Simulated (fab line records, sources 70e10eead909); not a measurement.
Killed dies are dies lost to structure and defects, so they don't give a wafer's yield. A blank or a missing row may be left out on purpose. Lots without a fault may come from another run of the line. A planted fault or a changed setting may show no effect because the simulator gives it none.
Chamber matching | flow nand_harc | NHARC_P_BONDPAD_DEP_00 on pecvd-02: 3 sister chambers
The step deposits SiCN, target thk 250 nm. 14 wafers are shown with their chamber, then 7 later ones without.

WAFERS WITH THEIR CHAMBER
wafer  | chamber | heater_power_w (W)
L079.2 | 2       | 509
L079.4 | 2       | 522
L079.6 | 1       | 734
L080.1 | 2       | 481
L080.4 | 0       | 581
L080.6 | 2       | 502
L086.2 | 1       | 719
L086.3 | 2       | 528
L086.5 | 1       | 723
L091.2 | 2       | 584
L091.4 | 2       | 591
L091.5 | 0       | 456
L092.2 | 0       | 484
L092.5 | 2       | 573

SIGNATURES (means of the wafers above)
reading        | chamber 0 | chamber 1 | chamber 2 | scatter within a chamber
heater_power_w | 507.00    | 725.33    | 536.25    | 43.3
Rule: a wafer's distance from a chamber is the root of the sum, over the readings, of the square of ((its reading less the chamber's mean) divided by the reading's scatter). The wafer belongs to the nearest chamber; if the next one is less than 2 further off, it can't be placed. The scatter: the root of (the sum of the squares of (reading less its chamber's mean) over the shown wafers, divided by (wafers less chambers)).

WAFERS WITHOUT THEIR CHAMBER
wafer  | heater_power_w (W)
L092.6 | 495
L094.2 | 521
L094.4 | 532
L094.5 | 695
L095.2 | 559
L095.3 | 704
L095.6 | 538

WHICH CHAMBER EACH WENT THROUGH
wafer  | from the rows above     | in truth
L092.6 | can't be placed: 0 or 2 | 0
L094.2 | can't be placed: 0 or 2 | 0
L094.4 | can't be placed: 2 or 0 | 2
L094.5 | 1                       | 1
L095.2 | can't be placed: 2 or 0 | 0
L095.3 | 1                       | 1
L095.6 | can't be placed: 2 or 0 | 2
Placed correctly: 2 of 7. Can't be placed from these rows: 5 (the true chamber is among the candidates in 5). Placed wrongly: 0.
